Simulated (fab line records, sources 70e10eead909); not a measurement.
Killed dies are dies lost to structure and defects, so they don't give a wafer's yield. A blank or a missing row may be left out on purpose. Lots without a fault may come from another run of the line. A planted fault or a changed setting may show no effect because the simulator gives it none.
A struck lot beside a sound one | flow nand_harc | 15 steps out of a route of 1302
Sound: wafers L827.1, L827.2, L827.3. Struck: wafers L843.1, L843.3, L843.6. The cause comes at the end.
At each step with rows: each side's tool, then ch and its chambers, then its first start. Under that, the readings that differ: sound wafers | struck wafers | difference of the means | sigmas: that difference in standard deviations of wafers without a fault.
alike: readings whose means differ by less than 2 such deviations, and words and numbers that are the same on both sides. not compared: withheld readings, readings that some wafer has no value for, bounds like >300 that may hide the same value, and numbers for which the record gives no deviation and whose values overlap.
The two part at a step that has a row with sigmas, a row that says differs or no value, or rows on one side only. Numbers that don't overlap but have no deviation are shown without sigmas and don't part them. A reading that every wafer of one side lacks parts them only if that side has two wafers or more.

NHARC_A_M1_DESCUM_14: chemistry O2, time 3 s.
  sound on rie_diel-08 ch 0,2,3, day 23 12:00; struck on rie_diel-06 ch 1,3, day 29 22:53
  alike: drypump_motor_current_A, oes_product_au, rf_vpp_V, showerhead_plenum_p_Torr, throttle_valve_pct
  not compared: rf_hours_counter_h
NHARC_A_M1_ETCH_35: etches the open film in N2/H2, target depth 40 nm, overetch 12 nm, time 43.94 s.
  sound on rie_diel-08 ch 0,1,2, day 23 12:05; struck on rie_diel-06 ch 2,3, day 29 22:58
  reading                | sound                | struck               | difference | sigmas
  throttle_valve_pct (%) | 14.182 14.180 14.173 | 14.168 14.159 14.146 | -0.021     | -2
  alike: drypump_motor_current_A, oes_product_au, rf_vpp_V, showerhead_plenum_p_Torr
  not compared: rf_hours_counter_h
then, 1 step without rows for these wafers: NHARC_A_M1_ETCH_15 (etches the open film in C4F8/Ar, target depth 182.5 nm, time 91.2 s).
NHARC_A_M1_CD_MEAS_16:
  sound on cd_sem-03, day 23 12:18; struck on cd_sem-02, day 29 23:11
  alike: cd_nm
then, 4 steps without rows for these wafers: NHARC_A_M1_STRIP_18 (strips in N2/H2); NHARC_A_M1_ETCH_28 (etches the open film in CF4/N2, target depth 30 nm, time 72.99 s); NHARC_A_M1_STRIP_19 (strips in post etch residue remover, time 600 s); NHARC_A_M1_DEGAS_29 (time 60 s).
NHARC_A_M1_PRE_CLEAN_30: time 30 s.
  sound on pvd_sputter-03; struck on pvd_sputter-01
  alike: heater_power_w
NHARC_A_M1_PVD_20: deposits TaN, target thk 5 nm, time 8.06 s.
  sound on pvd_sputter-03; struck on pvd_sputter-01
  alike: throttle_valve_pct
then, 2 steps without rows for these wafers: NHARC_A_M1_PVD_21 (deposits Cu, target thk 30 nm, time 20.49 s); NHARC_A_M1_ECD_22 (material Cu, target thk 400 nm).
NHARC_A_M1_ANNEAL_31: time 90 s.
  sound on rtp_anneal-01 ch 0, day 23 13:45; struck on rtp_anneal-02, day 30 00:38
  no value came back on the struck wafers for anneal_temp_c (C), anneal_temp_c_max, wafer_temp_C_max; on the sound wafers anneal_temp_c (C) reads 225.08 224.94 225.12
NHARC_A_M1_CMP_23: polishes, t overpolish 20 s, target thk 154.34 nm.
  sound on cmp-04 ch 0,2,3, day 23 14:07; struck on cmp-04 ch 0,1, day 30 00:59
  alike: motor_current_A, time_to_endpoint_s
  not compared: pad_life_wafers
NHARC_END_SORT_01:
  the record has rows for the sound wafers here (prober-01 ch 0, day 24 22:54) and none for the struck ones

WHERE THEY PART
First at NHARC_A_M1_ETCH_35; last, within this record, at NHARC_END_SORT_01.

WHY: what the simulator had put in
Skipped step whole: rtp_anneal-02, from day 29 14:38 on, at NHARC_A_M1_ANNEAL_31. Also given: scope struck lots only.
